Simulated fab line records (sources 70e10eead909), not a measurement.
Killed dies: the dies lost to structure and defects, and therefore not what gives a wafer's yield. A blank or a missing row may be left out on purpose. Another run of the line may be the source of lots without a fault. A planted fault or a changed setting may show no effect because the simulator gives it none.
The tool behind it: which one?	flow nand-harc	Sampling: 12 lots, 36 wafers, 5 of 1302 route steps

== WHAT EACH GAUGE READ, for each wafer ==
NHARC_A_CONTACT_INSPECT_23. Usual: 509 for raw-defect-count, sd 120.
lot	measured	on	raw-defect-count	flag
L308	day 23 20:58	defect-inspect-02	384 410 415	
L310	day 24 13:50	defect-inspect-01	386 403 441	
L309	day 24 21:59	defect-inspect-01	552 582 763	
L311	day 25 02:13	defect-inspect-02	435 375 393	
L313	day 25 04:26	defect-inspect-02	499 410 391	
L312	day 25 07:46	defect-inspect-02	545 766 507	
L315	day 26 05:25	defect-inspect-02	397 399 472	
L316	day 26 20:10	defect-inspect-01	512 566 510	
L317	day 27 11:56	defect-inspect-02	485 1151 541	
L324	day 30 17:23	defect-inspect-01	411 420 523	
L326	day 31 00:58	defect-inspect-01	456 586 655	
L328	day 31 10:48	defect-inspect-02	371 398 351	

NHARC_END_SORT_01. Usual: killed-at-array 47, standard deviation 18; killed-at-other 0.9, standard deviation 1.1; killed-at-periphery 4, standard deviation 3.1; killed-dies 52, standard deviation 18; killed-open 3.1, standard deviation 1.5; killed-short 2.4, standard deviation 1.5.
lot	measured	on	killed-at-array	killed-at-other	killed-at-periphery	killed-dies	killed-open	killed-short	flag
L308	day 25 16:05	prober-01	28 18 24	0 2 0	2 5 2	30 25 26	2 3 6	3 1 2	
L316	day 28 16:45	prober-01	41 39 42	0 2 0	6 6 3	47 47 45	3 2 2	4 2 1	
L324	day 32 19:52	prober-01	65 675 56	0 1 2	1 1 3	66 677 61	3 2 2	1 3 4	OFF
L326	day 33 06:11	prober-02	46 672 54	1 4 2	8 1 5	55 677 61	3 6 4	1 2 1	OFF

== WHAT TOOL EACH LOT RAN ON (gives the tool, then ch and the chambers of the sampled wafers, and finally the start) ==
lot	NHARC_A_BLC_ETCH_18	NHARC_A_BLC_STRIP_29	NHARC_A_BLC_ALD_23
L308	rie-diel-10 ch 0,1,3, day 23 22:53 or earlier	rie-diel-04 ch 0,1,3, day 23 22:53	ald-metal-04 ch 0,2,3, day 23 23:40
L310	rie-diel-10 ch 1,3, day 24 15:47 or earlier	rie-diel-03 ch 0,2,3, day 24 15:47	ald-metal-04 ch 0,1,3, day 24 16:34
L309	rie-diel-04 ch 0,1,2, day 24 23:45 or earlier	rie-diel-10 ch 0,1,3, day 24 23:45	ald-metal-04 ch 1,2, day 25 00:32
L311	rie-diel-10 ch 0,1,2, day 25 03:58 or earlier	rie-diel-03 ch 0,1, day 25 03:58	ald-metal-04 ch 0,1, day 25 04:45
L313	rie-diel-10 ch 1,2,3, day 25 06:03 or earlier	rie-diel-03 ch 0,2,3, day 25 06:03	ald-metal-03 ch 0,1,2, day 25 06:52
L312	rie-diel-10 ch 1,3, day 25 09:22 or earlier	rie-diel-03 ch 1,2,3, day 25 09:22	ald-metal-04 ch 1,2, day 25 10:08
L315	rie-diel-10 ch 1,3, day 26 07:08 or earlier	rie-diel-03 ch 1,2,3, day 26 07:08	ald-metal-01 ch 0,3, day 26 07:55
L316	rie-diel-10 ch 0,1,2, day 26 21:46 or earlier	rie-diel-10 ch 2,3, day 26 21:46	ald-metal-01 ch 0,1, day 26 22:32
L317	rie-diel-10 ch 1, day 27 13:39	rie-diel-10 ch 1,2, day 27 14:13	ald-metal-04 ch 2,3, day 27 15:10
L324	rie-diel-10 ch 0,1,3, day 30 19:09 or earlier	rie-diel-03 ch 0,2, day 30 19:09	ald-metal-01 ch 0,2, day 30 19:56
L326	rie-diel-03 ch 0,3, day 31 02:52 or earlier	rie-diel-10 ch 0,2, day 31 02:52	ald-metal-01 ch 0,1,2, day 31 03:38
L328	rie-diel-10 ch 1,2,3, day 31 12:32 or earlier	rie-diel-03 ch 0,2,3, day 31 12:32	ald-metal-03 ch 1,2,3, day 31 13:18
- NHARC_A_BLC_ETCH_18: etches the open film in C4F8/O2/Ar, target depth 910 nm.
- NHARC_A_BLC_STRIP_29: strips in CF4.
- NHARC_A_BLC_ALD_23: deposits TiN, target thk 3 nm, pulse time 1 s, ald cycles 150.

== AS READ BY THE TOOLS THEMSELVES (means over the sampled wafers that have a number; for cases with no such wafer, the mark the record gives instead) ==
NHARC_A_BLC_ETCH_18. Usual: chamber-pressure-mTorr 25.001 mTorr, standard deviation 0.024; oes-product-au 0.953 a.u., standard deviation 0.024; rf-vpp-V 980 V, standard deviation 5.5.
lot	tool	chamber-pressure-mTorr (mTorr)	oes-product-au (a.u.)	rf-vpp-V (V)	flag
L308	rie-diel-10	25.015	0.931	981	
L310	rie-diel-10	24.993	0.937	985	
L309	rie-diel-04	24.981	0.963	976	
L311	rie-diel-10	25.022	0.975	980	
L313	rie-diel-10	25.000	0.976	982	
L312	rie-diel-10	25.018	0.938	986	
L315	rie-diel-10	24.983	0.975	986	
L316	rie-diel-10	24.998	0.966	979	
L317	rie-diel-10	25.009	0.928	986	
L324	rie-diel-10	25.006	0.935	981	
L326	rie-diel-03	25.015	0.947	982	
L328	rie-diel-10	25.011	0.966	983	

NHARC_A_BLC_STRIP_29. Usual: chamber-pressure-mTorr 50.00 mTorr, standard deviation 0.049; drypump-motor-current-A 5.9 A, standard deviation 0.35; oes-product-au 0.997 a.u., standard deviation 0.014; rf-vpp-V 59.5 V, standard deviation 0.84; showerhead-plenum-p-Torr 1.79 Torr, standard deviation 0.062; throttle-valve-pct 13.285 %, standard deviation 0.0095.
lot	tool	chamber-pressure-mTorr (mTorr)	drypump-motor-current-A (A)	oes-product-au (a.u.)	rf-vpp-V (V)	showerhead-plenum-p-Torr (Torr)	throttle-valve-pct (%)	flag
L308	rie-diel-04	50.05	5.9	1.003	59.7	1.76	13.283	
L310	rie-diel-03	49.98	5.9	0.992	59.7	1.80	13.282	
L309	rie-diel-10	50.02	5.8	1.011	59.6	1.81	13.290	
L311	rie-diel-03	50.02	5.8	0.987	58.9	1.78	13.295	
L313	rie-diel-03	50.01	5.9	0.985	59.0	1.80	13.284	
L312	rie-diel-03	50.03	6.0	0.988	59.5	1.77	13.279	
L315	rie-diel-03	49.99	6.0	0.989	59.7	1.77	13.281	
L316	rie-diel-10	50.01	5.8	1.020	59.3	1.81	13.288	
L317	rie-diel-10	50.01	5.6	0.990	59.5	1.83	13.286	
L324	rie-diel-03	50.02	6.0	0.997	59.2	1.79	13.282	
L326	rie-diel-10	50.01	6.1	1.003	57.7	1.71	13.275	
L328	rie-diel-03	50.01	5.9	0.987	59.9	1.80	13.291	

NHARC_A_BLC_ALD_23. Usual: heater-power-w 1083 W, standard deviation 130; precursor-pulse-height-rel 0.998, standard deviation 0.019; susceptor-temp-C 450.03 C, standard deviation 0.26.
lot	tool	heater-power-w (W)	precursor-pulse-height-rel	susceptor-temp-C (C)	flag
L308	ald-metal-04	1071	1.001	450.16	
L310	ald-metal-04	1053	0.997	449.85	
L309	ald-metal-04	993	0.981	450.32	
L311	ald-metal-04	1041	1.000	450.18	
L313	ald-metal-03	1130	1.012	449.93	
L312	ald-metal-04	995	1.013	449.96	
L315	ald-metal-01	1086	1.008	449.87	
L316	ald-metal-01	1072	1.010	449.99	
L317	ald-metal-04	1026	0.998	450.30	
L324	ald-metal-01	1049	1.002	450.17	
L326	ald-metal-01	1085	1.003	450.01	
L328	ald-metal-03	1243	0.983	-	OFF

== THE ANSWER, worked out from the rows above alone ==
Rule: lot off if the mean of its wafers having a number is beyond 3 standard deviations from the usual mean. A lot without any number at a reading at which 4 lots or more have one is off too. The other lots that the step has rows for count as sound. Order of review: gauges by route order, followed by the tools' own readings, for which a lot's mean as printed above is used. The first step at which some lot is off is used, and at that step the reading that is off furthest; a lot without a number counts as furthest.
Off: L324, L326 (NHARC_END_SORT_01, killed-at-array). Neither off nor sound, because the step has no rows for them: L310, L309, L311, L313, L312, L315, L317, L328.
If a tool, at a process step before that reading, ran all the lots that are off and no sound lot after the first of them, it fits. Those tools and the gauges at NHARC_END_SORT_01 are tried in the same way. With no start given for some of its lots, NHARC_A_BLC_ETCH_18 uses the hours and lot order of NHARC_A_BLC_STRIP_29. One fits: NHARC_A_BLC_ALD_23 on ald-metal-01. Its last sound lot is L316 (day 26 22:32), its first lot that is off L324 (day 30 19:56): a fault that began between those two fits.
The tool's own readings at NHARC_A_BLC_ALD_23 bear it out: on the lots that are off they differ by more than 5 times the standard deviation of the sound lots' means. heater-power-w reads 1067 W there against 1072 W on the sound lots.

== WHAT THE SIMULATOR HAD INSERTED ==
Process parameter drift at NHARC_A_BLC_ALD_23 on ald-metal-01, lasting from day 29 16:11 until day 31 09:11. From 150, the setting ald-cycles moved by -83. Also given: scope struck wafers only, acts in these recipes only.
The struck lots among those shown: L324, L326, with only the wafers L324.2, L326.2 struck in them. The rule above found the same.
